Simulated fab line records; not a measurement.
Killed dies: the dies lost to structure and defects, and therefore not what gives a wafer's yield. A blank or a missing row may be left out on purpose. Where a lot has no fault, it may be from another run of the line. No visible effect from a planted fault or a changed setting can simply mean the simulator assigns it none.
Chamber matching    flow nand-harc    NHARC_A_STAIRCASE_TRIM_229 on rie-diel-08 has 4 sister chambers
The step chemistry O2, time 211.2 s. 14 wafers are shown with their chamber, then 7 later ones without.

## EACH WAFER AND ITS CHAMBER
wafer   chamber  drypump-motor-current-A (A)  showerhead-plenum-p-Torr (Torr)  rf-vpp-V (V)
L075.1  2        5.6                          3.28                             56.6
L075.2  3        6.1                          3.64                             58.4
L075.4  1        5.2                          3.46                             58.2
L081.3  0        5.6                          3.60                             56.6
L081.4  2        5.6                          3.27                             57.0
L081.6  0        5.6                          3.60                             58.2
L082.2  1        5.2                          3.45                             57.8
L082.3  0        5.6                          3.60                             59.1
L082.6  2        5.6                          3.27                             57.5
L087.1  0        5.6                          3.59                             58.4
L087.2  1        5.2                          3.45                             57.8
L087.3  2        5.7                          3.80                             58.7
L089.2  0        5.5                          3.59                             57.9
L089.4  3        6.0                          3.63                             59.0

SIGNATURES (means of the wafers above)
reading                   chamber 0  chamber 1  chamber 2  chamber 3  scatter within a chamber
drypump-motor-current-A   5.580      5.200      5.625      6.050      0.0453
showerhead-plenum-p-Torr  3.5960     3.4533     3.4050     3.6350     0.144
rf-vpp-V                  58.040     57.933     57.450     58.700     0.784
Rule: a wafer's distance from a chamber is the root of the sum, over the readings, of the square of ((its reading less the chamber's mean) divided by the reading's scatter). If the next closest chamber is less than 2 further off than the closest, the wafer can't be placed; otherwise it belongs to the closest. The scatter: the root of (the sum of the squares of (reading less its chamber's mean) over the shown wafers, divided by (wafers less chambers)).

## WAFERS WITHOUT THEIR CHAMBER
wafer   drypump-motor-current-A (A)  showerhead-plenum-p-Torr (Torr)  rf-vpp-V (V)
L089.5  6.0                          3.62                             58.3
L091.3  5.2                          3.44                             57.5
L091.4  5.6                          3.59                             57.2
L091.6  6.0                          3.62                             57.4
L096.1  5.2                          3.44                             58.7
L096.4  6.0                          3.62                             58.2
L096.6  5.2                          3.44                             57.5

## THE CHAMBER EACH PASSED THROUGH
wafer   from the rows above      in truth
L089.5  3                        3
L091.3  1                        1
L091.4  can't be placed: 0 or 2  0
L091.6  3                        3
L096.1  1                        1
L096.4  3                        3
L096.6  1                        1
6 of 7 placed correctly. Not placeable from these rows: 1 (in 1, the candidates include the true chamber). Number placed wrongly: 0.
